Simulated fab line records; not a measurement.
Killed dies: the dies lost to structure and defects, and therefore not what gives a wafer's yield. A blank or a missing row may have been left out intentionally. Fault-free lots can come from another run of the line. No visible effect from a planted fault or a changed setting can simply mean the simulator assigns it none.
fab line records	flow n5Finfet	part 2 of 2: steps 19 to 19 of 19
record lots=7	wafers=21	lastDay=17
route steps=1938 shown PMOS_HMC_CHANNEL_EPI@66 BEOL_M4@1111 PASSIVATION@1936
lots that met no fault: from a run of the same line without faults
startH: hours from the record's first day to the start of the lot's first wafer shown	waitH: hours since the lot's step before	" repeats the value in the row above	L1.1+2: several wafers, shown together as one row	- no value, or no start given	* or withheld: withheld	< > ~ a bound
route shown NAME@n: names a module that has steps shown in the file, with the first one's number in the route	usual: mean/standard deviation of fault-free wafers	same: alike in all rows	chamber/n: place in a boat	sites: each site's reading	_std_site: the standard deviation of these	_edge_site: mean of outer sites minus mean of inner sites	radiusMm: how far each site lies from the wafer's centre	mask NAME#n: copy n	behind: the tool/chamber that last shaped the wafer	hold: why the lot was held/for how many hours/how that ended	device: the transistor (n, p or np) that didn't switch	end of line: at the end of the route, the tests of the same wafers	where a step has no rows: the recipe by itself	killed: at the first sort, the dies lost to defects and structure; wafer yield is something else	map: per-die view of a wafer (x killed, . not killed, _ where there is no die)
set.NAME: the setting the step ran with; set.NAME@STEP: the setting that earlier step ran with	model.NAME: the simulator's own value behind a step, which no gauge read
certain route steps with their lots: each step a table, each wafer a row
services: a tool's chamber out of use, with start hour (startH, from the record's first day; less than 0 if before it), hours out, and reason
## steps
# step N5_PASSIVATION_PROBE_49
# usual killed_at_M0_to_M3=34/12	killed_at_M4_up=12/4.9	killedAtContacts=13/7.2	killedAtFrontEnd=39/12	killedAtOther=3.7/2.9	killedDies=101/18	killedOnRim=13/4	killedOpen=67/14	killedShort=33/7.2
# same grossDies=1180	killedAtBackSide=0
lot.wafer	tool	chamber	startH	waitH	killed_at_M0_to_M3	killed_at_M4_up	killedAtContacts	killedAtFrontEnd	killedAtOther	killedDies	killedOnRim	killedOpen	killedShort
L553.1	prober-02	-	283.79	0.0	27	10	2	48	6	93	16	63	29
L553.5	prober-02	-	283.99	0.2	17	5	8	56	9	95	14	65	29
L553.6	prober-02	-	284.04	0.3	18	4	9	47	4	82	9	50	31
L558.1	prober-01	-	309.07	0.0	8	7	0	1165	0	1180	152	15	7
L558.4	prober-01	-	309.22	0.2	1	3	3	1172	1	1180	152	13	6
L558.5	prober-01	-	309.27	0.2	4	4	4	1168	0	1180	152	12	10
L557.2	prober-02	-	309.91	0.1	7	2	3	1168	0	1180	152	10	7
L557.3	prober-02	-	309.96	0.1	8	2	4	1166	0	1180	152	10	10
L557.6	prober-02	-	310.11	0.3	11	3	2	1164	0	1180	152	16	9
L559.2	prober-02	-	321.73	0.1	10	2	3	1165	0	1180	152	23	5
L559.4	prober-02	-	321.83	0.2	6	2	3	1169	0	1180	152	13	9
L559.5	prober-02	-	321.88	0.2	9	2	4	1165	0	1180	152	17	11
L566.2	prober-02	-	362.37	0.1	23	10	0	36	0	69	9	42	27
L566.3	prober-02	-	362.42	0.1	16	5	9	29	2	61	7	39	19
L566.6	prober-02	-	362.57	0.3	40	12	10	32	4	98	10	69	28
L567.3	prober-01	-	373.81	0.1	28	6	6	73	3	116	20	76	40
L567.4	prober-01	-	373.86	0.2	33	23	8	44	3	111	19	75	36
L567.5	prober-01	-	373.91	0.2	38	16	13	43	4	114	19	70	44
L570.3	prober-02	-	398.09	0.7	24	16	20	34	4	98	6	65	33
L570.4	prober-02	-	398.14	0.7	22	22	13	24	9	90	9	60	28
L570.6	prober-02	-	398.24	0.8	38	11	13	27	5	94	9	53	40
# killed by level:class
L553.1 FIN_SAQP:geometricParticle:short=12 BEOL_M3:geometricParticle:open=9 FIN_SAQP:geometricParticle:open=8 BEOL_M2:geometricParticle:open=8 STI_FIN_REVEAL:geometricParticle:open=7 BEOL_M8:geometricParticle:open=5 STI_FIN_REVEAL:geometricParticle:short=5 DUMMY_GATE:geometricParticle:open=5
L553.5 FIN_SAQP:geometricParticle:open=17 STI_FIN_REVEAL:geometricParticle:open=12 MOL_CONTACT_COAG:geometricParticle:open=6 BEOL_M0_SAQP:geometricParticle:short=6 FIN_SAQP:geometricParticle:short=5 BEOL_M0_SAQP:geometricParticle:open=5 PAD_METAL:geometricParticle:open=5 DUMMY_GATE:geometricParticle:open=4
L553.6 FIN_SAQP:geometricParticle:short=9 FIN_SAQP:geometricParticle:open=9 BEOL_M0_SAQP:geometricParticle:short=8 MOL_CONTACT_COAG:geometricParticle:open=7 STI_FIN_REVEAL:geometricParticle:open=6 GATE_CUT:geometricParticle:short=5 GATE_CUT:geometricParticle:open=5 DUMMY_GATE:geometricParticle:open=4
L558.1 FIN_SAQP:lostPattern=1152 PMOS_HMC_CHANNEL_EPI:areaEpi=6 BEOL_M0_SAQP:geometricParticle:open=3 BEOL_M3:geometricParticle:open=3 BEOL_M4:geometricParticle:open=3 BEOL_M7:geometricParticle:open=3 FIN_SAQP:geometricParticle:short=2 FIN_SAQP:geometricParticle:open=1
L558.4 FIN_SAQP:lostPattern=1155 PMOS_HMC_CHANNEL_EPI:areaEpi=6 MOL_CONTACT_COAG:geometricParticle:open=3 STARTING-WAFER:geometricParticle:short=2 FIN_SAQP:geometricParticle:open=1 FIN_SAQP:geometricParticle:short=1 FIN_CUT:geometricParticle:open=1 STI_FIN_REVEAL:geometricParticle:open=1
L558.5 FIN_SAQP:lostPattern=1153 PMOS_HMC_CHANNEL_EPI:areaEpi=5 MOL_CONTACT_COAG:geometricParticle:short=3 FIN_SAQP:geometricParticle:short=2 STI_FIN_REVEAL:geometricParticle:open=2 GATE_CUT:geometricParticle:open=2 GATE_CUT:geometricParticle:short=2 BEOL_M0_SAQP:geometricParticle:short=2
L557.2 FIN_SAQP:lostPattern=1163 DUMMY_GATE:geometricParticle:open=3 MOL_CONTACT_COAG:geometricParticle:short=3 BEOL_M0_SAQP:geometricParticle:short=3 FIN_SAQP:geometricParticle:open=2 BEOL_M2:geometricParticle:open=2 BEOL_M0_SAQP:geometricParticle:open=1 BEOL_M1:geometricParticle:short=1
L557.3 FIN_SAQP:lostPattern=1155 PMOS_HMC_CHANNEL_EPI:areaEpi=5 BEOL_M2:geometricParticle:open=3 FIN_SAQP:geometricParticle:short=2 MOL_CONTACT_COAG:geometricParticle:open=2 MOL_CONTACT_COAG:geometricParticle:short=2 BEOL_M0_SAQP:geometricParticle:short=2 STI_FIN_REVEAL:geometricParticle:open=1
L557.6 FIN_SAQP:lostPattern=1149 PMOS_HMC_CHANNEL_EPI:areaEpi=6 BEOL_M0_SAQP:geometricParticle:short=4 BEOL_M0_SAQP:geometricParticle:open=4 ILD0:geometricParticle:short=3 STI_FIN_REVEAL:geometricParticle:open=2 MOL_CONTACT_COAG:geometricParticle:open=2 BEOL_M1:geometricParticle:open=2
L559.2 FIN_SAQP:lostPattern=1145 PMOS_HMC_CHANNEL_EPI:areaEpi=7 FIN_SAQP:geometricParticle:open=5 BEOL_M0_SAQP:geometricParticle:open=5 BEOL_M0_SAQP:geometricParticle:short=3 STI_FIN_REVEAL:geometricParticle:open=3 MOL_CONTACT_COAG:geometricParticle:open=3 GATE_CUT:geometricParticle:open=2
L559.4 FIN_SAQP:lostPattern=1154 FIN_SAQP:geometricParticle:short=5 PMOS_HMC_CHANNEL_EPI:areaEpi=3 FIN_SAQP:geometricParticle:open=2 STI_FIN_REVEAL:geometricParticle:open=2 MOL_CONTACT_COAG:geometricParticle:open=2 BEOL_M0_SAQP:geometricParticle:short=2 BEOL_M3:geometricParticle:open=2
L559.5 FIN_SAQP:lostPattern=1150 FIN_SAQP:geometricParticle:open=4 FIN_SAQP:geometricParticle:short=3 BEOL_M3:geometricParticle:open=3 MOL_CONTACT_COAG:geometricParticle:short=2 DUMMY_GATE:geometricParticle:open=2 MOL_CONTACT_COAG:geometricParticle:open=2 BEOL_M0_SAQP:geometricParticle:short=2
L566.2 FIN_SAQP:geometricParticle:open=7 BEOL_M0_SAQP:geometricParticle:short=7 FIN_SAQP:geometricParticle:short=6 BEOL_M3:geometricParticle:open=6 STARTING-WAFER:geometricParticle:short=5 GATE_CUT:geometricParticle:short=4 BEOL_M5:geometricParticle:open=4 STARTING-WAFER:geometricParticle:open=4
L566.3 FIN_SAQP:geometricParticle:open=7 MOL_CONTACT_COAG:geometricParticle:open=7 STI_FIN_REVEAL:geometricParticle:open=6 BEOL_M0_SAQP:geometricParticle:short=4 GATE_CUT:geometricParticle:short=3 BEOL_M1:geometricParticle:open=3 BEOL_M3:geometricParticle:open=3 BEOL_M7:geometricParticle:open=3
L566.6 BEOL_M0_SAQP:geometricParticle:open=17 BEOL_M0_SAQP:geometricParticle:short=8 BEOL_M1:geometricParticle:open=7 MOL_CONTACT_COAG:geometricParticle:open=6 STI_FIN_REVEAL:geometricParticle:open=6 FIN_SAQP:geometricParticle:open=4 GATE_CUT:geometricParticle:open=4 GATE_CUT:geometricParticle:short=4
L567.3 FIN_SAQP:geometricParticle:short=25 FIN_SAQP:geometricParticle:open=19 BEOL_M2:geometricParticle:open=11 STI_FIN_REVEAL:geometricParticle:open=8 MOL_CONTACT_COAG:geometricParticle:open=6 GATE_CUT:geometricParticle:open=6 GATE_CUT:geometricParticle:short=5 BEOL_M4:geometricParticle:open=5
L567.4 BEOL_M2:geometricParticle:open=16 BEOL_M4:geometricParticle:open=15 FIN_SAQP:geometricParticle:open=12 FIN_SAQP:geometricParticle:short=8 MOL_CONTACT_COAG:geometricParticle:open=7 GATE_CUT:geometricParticle:short=6 BEOL_M0_SAQP:geometricParticle:open=6 GATE_CUT:geometricParticle:open=5
L567.5 BEOL_M4:geometricParticle:open=10 FIN_SAQP:geometricParticle:short=9 MOL_CONTACT_COAG:geometricParticle:open=9 FIN_SAQP:geometricParticle:open=8 BEOL_M2:geometricParticle:open=8 DUMMY_GATE:geometricParticle:open=7 BEOL_M0_SAQP:geometricParticle:open=7 BEOL_M0_SAQP:geometricParticle:short=7
L570.3 MOL_CONTACT_COAG:geometricParticle:open=14 GATE_CUT:geometricParticle:open=8 FIN_SAQP:geometricParticle:open=7 GATE_CUT:geometricParticle:short=7 BEOL_M4:geometricParticle:open=7 FIN_SAQP:geometricParticle:short=6 MOL_CONTACT_COAG:geometricParticle:short=6 BEOL_M0_SAQP:geometricParticle:open=5
L570.4 BEOL_M4:geometricParticle:open=14 MOL_CONTACT_COAG:geometricParticle:open=9 BEOL_M2:geometricParticle:open=7 PASS1_CAP:geometricParticle:short=6 STI_FIN_REVEAL:geometricParticle:open=4 MOL_CONTACT_COAG:geometricParticle:short=4 BEOL_M1:geometricParticle:open=4 BEOL_M3:geometricParticle:open=4
L570.6 BEOL_M0_SAQP:geometricParticle:open=10 MOL_CONTACT_COAG:geometricParticle:open=9 BEOL_M0_SAQP:geometricParticle:short=9 BEOL_M2:geometricParticle:short=6 BEOL_M1:geometricParticle:open=5 STI_FIN_REVEAL:geometricParticle:open=4 MOL_CONTACT_COAG:geometricParticle:short=4 BEOL_M3:geometricParticle:open=4
# map L557.2 (x killed, . not)
_________________xxxxxxxxxxxx________________
______________xxxxxxxxxxxxxxxxxx_____________
___________xxxxxxxxxxxxxxxxxxxxxxxx__________
__________xxxxxxxxxxxxxxxxxxxxxxxxxx_________
________xxxxxxxxxxxxxxxxxxxxxxxxxxxxxx_______
_______xxxxxxxxxxxxxxxxxxxxxxxxxxxxxxxx______
______xxxxxxxxxxxxxxxxxxxxxxxxxxxxxxxxxx_____
_____xxxxxxxxxxxxxxxxxxxxxxxxxxxxxxxxxxxx____
____xxxxxxxxxxxxxxxxxxxxxxxxxxxxxxxxxxxxxx___
___xxxxxxxxxxxxxxxxxxxxxxxxxxxxxxxxxxxxxxxx__
___xxxxxxxxxxxxxxxxxxxxxxxxxxxxxxxxxxxxxxxx__
__xxxxxxxxxxxxxxxxxxxxxxxxxxxxxxxxxxxxxxxxxx_
__xxxxxxxxxxxxxxxxxxxxxxxxxxxxxxxxxxxxxxxxxx_
_xxxxxxxxxxxxxxxxxxxxxxxxxxxxxxxxxxxxxxxxxxxx
_xxxxxxxxxxxxxxxxxxxxxxxxxxxxxxxxxxxxxxxxxxxx
_xxxxxxxxxxxxxxxxxxxxxxxxxxxxxxxxxxxxxxxxxxxx
_xxxxxxxxxxxxxxxxxxxxxxxxxxxxxxxxxxxxxxxxxxxx
_xxxxxxxxxxxxxxxxxxxxxxxxxxxxxxxxxxxxxxxxxxxx
_xxxxxxxxxxxxxxxxxxxxxxxxxxxxxxxxxxxxxxxxxxxx
_xxxxxxxxxxxxxxxxxxxxxxxxxxxxxxxxxxxxxxxxxxxx
_xxxxxxxxxxxxxxxxxxxxxxxxxxxxxxxxxxxxxxxxxxxx
__xxxxxxxxxxxxxxxxxxxxxxxxxxxxxxxxxxxxxxxxxx_
__xxxxxxxxxxxxxxxxxxxxxxxxxxxxxxxxxxxxxxxxxx_
___xxxxxxxxxxxxxxxxxxxxxxxxxxxxxxxxxxxxxxxx__
___xxxxxxxxxxxxxxxxxxxxxxxxxxxxxxxxxxxxxxxx__
____xxxxxxxxxxxxxxxxxxxxxxxxxxxxxxxxxxxxxx___
_____xxxxxxxxxxxxxxxxxxxxxxxxxxxxxxxxxxxx____
______xxxxxxxxxxxxxxxxxxxxxxxxxxxxxxxxxx_____
_______xxxxxxxxxxxxxxxxxxxxxxxxxxxxxxxx______
________xxxxxxxxxxxxxxxxxxxxxxxxxxxxxx_______
__________xxxxxxxxxxxxxxxxxxxxxxxxxx_________
___________xxxxxxxxxxxxxxxxxxxxxxxx__________
______________xxxxxxxxxxxxxxxxxx_____________
_________________xxxxxxxxxxxx________________
# map L558.1 (x killed, . not)
_________________xxxxxxxxxxxx________________
______________xxxxxxxxxxxxxxxxxx_____________
___________xxxxxxxxxxxxxxxxxxxxxxxx__________
__________xxxxxxxxxxxxxxxxxxxxxxxxxx_________
________xxxxxxxxxxxxxxxxxxxxxxxxxxxxxx_______
_______xxxxxxxxxxxxxxxxxxxxxxxxxxxxxxxx______
______xxxxxxxxxxxxxxxxxxxxxxxxxxxxxxxxxx_____
_____xxxxxxxxxxxxxxxxxxxxxxxxxxxxxxxxxxxx____
____xxxxxxxxxxxxxxxxxxxxxxxxxxxxxxxxxxxxxx___
___xxxxxxxxxxxxxxxxxxxxxxxxxxxxxxxxxxxxxxxx__
___xxxxxxxxxxxxxxxxxxxxxxxxxxxxxxxxxxxxxxxx__
__xxxxxxxxxxxxxxxxxxxxxxxxxxxxxxxxxxxxxxxxxx_
__xxxxxxxxxxxxxxxxxxxxxxxxxxxxxxxxxxxxxxxxxx_
_xxxxxxxxxxxxxxxxxxxxxxxxxxxxxxxxxxxxxxxxxxxx
_xxxxxxxxxxxxxxxxxxxxxxxxxxxxxxxxxxxxxxxxxxxx
_xxxxxxxxxxxxxxxxxxxxxxxxxxxxxxxxxxxxxxxxxxxx
_xxxxxxxxxxxxxxxxxxxxxxxxxxxxxxxxxxxxxxxxxxxx
_xxxxxxxxxxxxxxxxxxxxxxxxxxxxxxxxxxxxxxxxxxxx
_xxxxxxxxxxxxxxxxxxxxxxxxxxxxxxxxxxxxxxxxxxxx
_xxxxxxxxxxxxxxxxxxxxxxxxxxxxxxxxxxxxxxxxxxxx
_xxxxxxxxxxxxxxxxxxxxxxxxxxxxxxxxxxxxxxxxxxxx
__xxxxxxxxxxxxxxxxxxxxxxxxxxxxxxxxxxxxxxxxxx_
__xxxxxxxxxxxxxxxxxxxxxxxxxxxxxxxxxxxxxxxxxx_
___xxxxxxxxxxxxxxxxxxxxxxxxxxxxxxxxxxxxxxxx__
___xxxxxxxxxxxxxxxxxxxxxxxxxxxxxxxxxxxxxxxx__
____xxxxxxxxxxxxxxxxxxxxxxxxxxxxxxxxxxxxxx___
_____xxxxxxxxxxxxxxxxxxxxxxxxxxxxxxxxxxxx____
______xxxxxxxxxxxxxxxxxxxxxxxxxxxxxxxxxx_____
_______xxxxxxxxxxxxxxxxxxxxxxxxxxxxxxxx______
________xxxxxxxxxxxxxxxxxxxxxxxxxxxxxx_______
__________xxxxxxxxxxxxxxxxxxxxxxxxxx_________
___________xxxxxxxxxxxxxxxxxxxxxxxx__________
______________xxxxxxxxxxxxxxxxxx_____________
_________________xxxxxxxxxxxx________________
## services
tool	chamber	startH	hours	kind
cmp-02	-	4.77	5.3	pm
cmp-03	-	9.91	6.4	repair
cmp-01	-	16.64	5.0	pm
epiRpcvd-01	-	17.31	2.0	repair
rieDiel-05	3	36.92	2.7	repair
rieSi-01	3	48.04	8.9	repair
cmp-02	-	50.01	2.6	repair
rieDiel-04	1	56.27	4.2	repair
rieSi-03	3	58.88	6.8	repair
rieDiel-05	-	60.59	0.6	repair
cmp-01	-	62.62	4.0	pm
cmp-03	-	67.46	6.0	pm
rieSi-03	0	70.48	7.0	repair
rieSi-01	-	78.17	0.7	repair
cmp-03	-	79.05	1.3	repair
epiRpcvd-04	-	79.07	6.0	pm
rieDiel-04	0	80.56	7.8	repair
cmp-02	-	84.88	4.3	repair
cmp-01	-	86.09	5.9	pm
rieDiel-01	-	98.51	2.8	pm
rieDiel-01	3	111.79	13.2	repair
rieDiel-04	2	120.94	-	clean
rieDiel-01	0	123.46	131.8	repair
rieDiel-05	1	126.84	5.4	repair
## key
firstSign step=N5_PMOS_HMC_CHANNEL_EPI_EPI_20	reading=toolRecord	direction=missing
effect step=N5_PASSIVATION_PROBE_49	reading=killedAtFrontEnd	direction=up	sigmas=92	usual=39	struck=1167
metAt N5_PMOS_HMC_CHANNEL_EPI_EPI_20
struckWafers L557.2,L557.3,L557.6,L558.1,L558.4,L558.5,L559.2,L559.4,L559.5
laterRowsLeftOut L557.2,L557.3,L557.6,L558.1,L558.4,L558.5,L559.2,L559.4,L559.5
testerLeftOut L557,L558,L559
onsetBetween 24.13 48.58
fault kind=skippedStepWhole	tool=epiRpcvd-01,epiRpcvd-02,epiRpcvd-04	chamber=-	onsetH=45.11	steps=N5_PMOS_HMC_CHANNEL_EPI_EPI_20	scope=struckLotsOnly
# testerLeftOut: of these lots the tester's yield and bins aren't shown, on N5 and GAA mostly nor the transistor test; their killed dies are dies lost to structure and defects alone, not to doping, threshold or leakage, so they don't give the yield
# laterRowsLeftOut: the simulator's readings of these wafers behind a module that went badly wrong aren't trusted and aren't shown, but for the sort
